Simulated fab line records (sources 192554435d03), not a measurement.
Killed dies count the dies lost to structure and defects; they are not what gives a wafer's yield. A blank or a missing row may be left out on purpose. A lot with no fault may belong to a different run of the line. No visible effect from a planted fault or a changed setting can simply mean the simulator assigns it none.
fab line records	flow n5Finfet	part 2 of 2: steps 25 to 34 of 34
record: lots: 5	wafers: 15	lastDay: 17
route steps=1938 shown BEOL_M8@1382 BEOL_M9@1401
lots with no fault: from the same line, run without faults
startH: hours from the record's first day to the start of the lot's first wafer shown	waitH: time in hours since the lot's previous step	" repeats the value in the row above	L1.1+2: a single row standing in for several wafers	- no value present, or no start provided	* or withheld: withheld	< > ~ a bound
route shown NAME@n: names a module that has steps shown in the file, with the first one's number in the route	usual: mean and standard deviation over wafers with no fault	same: alike in all rows	chamber/n: place in a boat	sites: the reading at each site	_std_site: the values' standard deviation	_edge_site: mean of outer sites minus mean of inner sites	radiusMm: for every site, how far away it sits from the centre of the wafer	mask NAME#n: copy n	behind: the tool/chamber that last shaped the wafer	hold: the reason the lot was held/the length of the hold in hours/how it ended	device: names the non-switching transistor (n, p or np)	end of line: the same wafers' tests at the end of the route	a step with no rows: only its recipe	killed: count of dies lost to structure and defects at first sort (not the wafer's yield)	map: per-die view of a wafer (x killed, . not killed, _ where there is no die)
set.NAME: the setting as run; set.NAME@STEP: as run at that earlier step	model.NAME: the simulator's own value behind a step, which no gauge read
certain route steps with their lots: each step a table, each wafer a row
services: from which hour (startH, from the record's first day; less than 0 if before it) a tool's chamber was out of use, for how many hours, and why
== steps ==
step: N5_BEOL_M9_COAT_59
recipe: resist: SOC	tempC: 250	timeS: 60	spinRpm: 1500	resistThkNm: 100
usual: heaterPowerTotalW: 500.3/1.9	resistLineTempC: 22.99/0.1
lot.wafer	tool	chamber	startH	waitH	heaterPowerTotalW	resistLineTempC
L077.1	lithoTrack-03	0	228.42	0.1	501.1	22.84
L077.2	"	0	"	"	499.5	22.88
L077.6	"	0	"	"	498.4	22.82
L079.2	lithoTrack-04	0	240.57	0.1	501.1	23.18
L079.5	"	0	"	"	500.7	22.93
L079.6	"	0	"	"	497.8	22.99
L084.1	lithoTrack-03	0	263.81	0.1	503.4	23.15
L084.2	"	0	"	"	502.7	23.08
L084.5	"	0	"	"	502.9	23.16
L085.2	lithoTrack-03	0	275.61	0.1	501.7	22.95
L085.4	"	0	"	"	500.6	23.12
L085.6	"	0	"	"	501.2	23.02
L095.2	lithoTrack-04	0	344.88	0.1	502.3	22.98
L095.3	"	0	"	"	498.0	22.97
L095.4	"	0	"	"	500.3	22.88
step: N5_BEOL_M9_COAT_60
recipe: resist: SiARC	tempC: 220	timeS: 60	spinRpm: 1500	resistThkNm: 30
usual: heaterPowerTotalW: 427.4/2.1	resistLineTempC: 23.00/0.12
lot.wafer	tool	chamber	startH	waitH	heaterPowerTotalW	resistLineTempC
L077.1	lithoTrack-03	0	-	-	424.1	22.83
L077.2	"	0	"	"	425.5	22.92
L077.6	"	0	"	"	424.3	22.98
L079.2	lithoTrack-04	0	-	-	428.5	22.92
L079.5	"	0	"	"	426.4	22.90
L079.6	"	0	"	"	429.7	22.90
L084.1	lithoTrack-03	0	-	-	425.2	22.85
L084.2	"	0	"	"	429.7	22.71
L084.5	"	0	"	"	430.0	22.81
L085.2	lithoTrack-03	0	-	-	430.1	23.01
L085.4	"	0	"	"	429.0	23.05
L085.6	"	0	"	"	429.4	22.97
L095.2	lithoTrack-04	0	-	-	430.4	23.13
L095.3	"	0	"	"	425.9	23.03
L095.4	"	0	"	"	428.8	22.99
step: N5_BEOL_M9_COAT_05
recipe: resist: CAR-ArF	spinRpm: 1500	resistThkNm: 90
usual: resistLineTempC: 22.99/0.098
lot.wafer	tool	chamber	startH	waitH	resistLineTempC
L077.1	lithoTrack-03	0	-	-	23.02
L077.2	"	0	"	"	23.02
L077.6	"	0	"	"	23.09
L079.2	lithoTrack-04	0	-	-	23.13
L079.5	"	0	"	"	22.86
L079.6	"	0	"	"	22.88
L084.1	lithoTrack-03	0	-	-	22.88
L084.2	"	0	"	"	22.82
L084.5	"	0	"	"	23.03
L085.2	lithoTrack-03	0	-	-	22.87
L085.4	"	0	"	"	22.85
L085.6	"	0	"	"	22.85
L095.2	lithoTrack-04	0	-	-	23.00
L095.3	"	0	"	"	23.01
L095.4	"	0	"	"	22.92
step: N5_BEOL_M9_EBR_07
recipe: solvent: PGMEA	ebrWidthMm: 1.5
usual: resistLineTempC: 23.00/0.11
lot.wafer	tool	chamber	startH	waitH	resistLineTempC
L077.1	lithoTrack-03	0	-	-	23.06
L077.2	"	0	"	"	23.04
L077.6	"	0	"	"	23.05
L079.2	lithoTrack-04	0	-	-	22.91
L079.5	"	0	"	"	23.02
L079.6	"	0	"	"	22.86
L084.1	lithoTrack-03	0	-	-	23.00
L084.2	"	0	"	"	23.03
L084.5	"	0	"	"	22.93
L085.2	lithoTrack-03	0	-	-	23.08
L085.4	"	0	"	"	22.98
L085.6	"	0	"	"	22.98
L095.2	lithoTrack-04	0	-	-	23.09
L095.3	"	0	"	"	22.98
L095.4	"	0	"	"	22.96
step: N5_BEOL_M9_SOFTBAKE_06
recipe: tempC: 110	timeS: 60	resist: CAR-ArF
usual: heaterPowerTotalW: 175.2/1.6	resistLineTempC: 23.00/0.11
lot.wafer	tool	chamber	startH	waitH	heaterPowerTotalW	resistLineTempC
L077.1	lithoTrack-03	0	-	-	174.5	22.95
L077.2	"	0	"	"	175.9	22.96
L077.6	"	0	"	"	176.5	23.00
L079.2	lithoTrack-04	0	-	-	173.4	23.02
L079.5	"	0	"	"	174.9	22.75
L079.6	"	0	"	"	175.3	22.96
L084.1	lithoTrack-03	0	-	-	176.4	23.01
L084.2	"	0	"	"	175.0	23.06
L084.5	"	0	"	"	177.3	22.84
L085.2	lithoTrack-03	0	-	-	173.1	22.83
L085.4	"	0	"	"	175.6	23.10
L085.6	"	0	"	"	173.1	23.03
L095.2	lithoTrack-04	0	-	-	174.0	23.17
L095.3	"	0	"	"	174.6	23.09
L095.4	"	0	"	"	173.0	23.13
step: N5_BEOL_M9_EXPOSE_08
recipe: maskId: M9	na: 1.35	sourceShape: dipole	sigmaInner: 0.411	sigmaOuter: 0.611	polarization: te	doseMj: 53.75
same: sigmaOuter: 0.611
lot.wafer	tool	chamber	startH	waitH	mask
L077.1+2+6	arfiScanner-01	0	228.54	-	M9#0
L079.2+5+6	arfiScanner-01	0	240.69	-	M9#0
L084.1+2+5	arfiScanner-02	0	264.06	-	M9#0
L085.2+4+6	arfiScanner-03	0	275.86	-	M9#0
L095.2+3+4	arfiScanner-01	0	345.13	-	M9#0
step: N5_BEOL_M9_PEB_09
recipe: pebTempC: withheld	pebTimeS: 60	resist: CAR-ArF
usual: resistLineTempC: 22.98/0.12
lot.wafer	tool	chamber	startH	waitH	resistLineTempC
L077.1	lithoTrack-04	0	228.60	0.1	22.97
L077.2	"	0	"	"	23.01
L077.6	"	0	"	"	23.05
L079.2	lithoTrack-03	0	240.75	0.0	22.83
L079.5	"	0	"	"	23.06
L079.6	"	0	"	"	22.97
L084.1	lithoTrack-03	0	264.11	0.1	23.07
L084.2	"	0	"	"	22.99
L084.5	"	0	"	"	22.99
L085.2	lithoTrack-03	0	275.91	0.0	22.69
L085.4	"	0	"	"	23.01
L085.6	"	0	"	"	23.04
L095.2	lithoTrack-04	0	345.18	0.0	23.03
L095.3	"	0	"	"	22.76
L095.4	"	0	"	"	22.89
step: N5_BEOL_M9_DEVELOP_10
recipe: developTimeS: 30	developer: TMAH	resist: CAR-ArF	rinseLiquid: diw	dry: airSpin	devTempC: 23
usual: resistLineTempC: 23.00/0.1
lot.wafer	tool	chamber	startH	waitH	resistLineTempC
L077.1	lithoTrack-04	0	-	-	23.09
L077.2	"	0	"	"	23.10
L077.6	"	0	"	"	23.00
L079.2	lithoTrack-03	0	-	-	22.89
L079.5	"	0	"	"	22.86
L079.6	"	0	"	"	22.78
L084.1	lithoTrack-03	0	-	-	23.14
L084.2	"	0	"	"	23.12
L084.5	"	0	"	"	23.00
L085.2	lithoTrack-03	0	-	-	22.92
L085.4	"	0	"	"	23.02
L085.6	"	0	"	"	22.91
L095.2	lithoTrack-04	0	-	-	22.94
L095.3	"	0	"	"	22.98
L095.4	"	0	"	"	22.91
step: N5_BEOL_M9_CD_MEAS_11
recipe: targetCdNm: 64.1	landingEnergyEv: 500	detector: seInlens	polarity: opening
usual: cdNm: 64.2/0.69
lot.wafer	tool	chamber	startH	waitH	cdNm
L077.1	cdSem-03	0	228.66	-	65.4
L077.2	"	0	"	"	65.6
L077.6	"	0	"	"	64.7
L079.2	cdSem-01	0	240.82	-	65.1
L079.5	"	0	"	"	64.6
L079.6	"	0	"	"	64.2
L084.1	cdSem-02	0	264.18	-	64.3
L084.2	"	0	"	"	63.7
L084.5	"	0	"	"	63.0
L085.2	cdSem-01	0	275.98	-	64.3
L085.4	"	0	"	"	64.2
L085.6	"	0	"	"	63.6
L095.2	cdSem-03	0	345.25	-	65.3
L095.3	"	0	"	"	64.6
L095.4	"	0	"	"	65.0
step: N5_BEOL_M9_OVL_MEAS_12
recipe: pointsPerWafer: 44
usual: M9_OVL: -0.1/0.69
lot.wafer	tool	chamber	startH	waitH	M9_OVL[nm]
L077.1	overlay-02	0	228.69	0.0	-1.1
L077.2	"	0	"	"	-1.0
L077.6	"	0	"	"	-1.4
L079.2	overlay-02	0	240.84	0.0	0.2
L079.5	"	0	"	"	0.6
L079.6	"	0	"	"	0.1
L084.1	overlay-02	0	264.21	0.0	0.4
L084.2	"	0	"	"	-0.4
L084.5	"	0	"	"	-0.5
L085.2	overlay-01	0	276.01	0.0	-0.2
L085.4	"	0	"	"	-1.3
L085.6	"	0	"	"	-0.7
L095.2	overlay-01	0	345.28	0.0	0.0
L095.3	"	0	"	"	-0.3
L095.4	"	0	"	"	1.3
== services ==
tool	chamber	startH	hours	kind
pecvd-04	-	201.22	6.0	pm
pecvd-04	-	207.59	1.6	repair
cvdCo-02	-	212.88	6.9	pm
cmp-04	-	225.15	0.9	repair
arfiScanner-01	-	232.11	1.3	pm
pvdSputter-01	-	234.69	2.1	repair
arfiScanner-01	-	237.57	0.9	repair
arfiScanner-01	-	246.57	1.0	pm
uvCure-01	-	247.24	3.4	pm
uvCure-01	-	251.83	0.3	repair
pvdSputter-01	-	256.70	7.0	repair
uvCure-02	-	259.52	7.5	pm
rtpAnneal-02	-	260.06	51.6	pm
cmp-04	-	268.51	0.4	repair
wetBench-06	-	275.69	7.7	repair
arfiScanner-01	-	280.30	0.8	pm
ecdCu-01	-	284.09	5.8	pm
wetBench-06	-	290.22	1.8	repair
pecvd-04	0	294.62	3.5	repair
ecdCu-01	-	301.53	0.3	repair
cmp-04	-	308.07	4.0	pm
cvdCo-02	-	309.57	2.8	pm
uvCure-02	-	323.28	1.0	pm
pvdSputter-01	-	340.25	1.8	repair
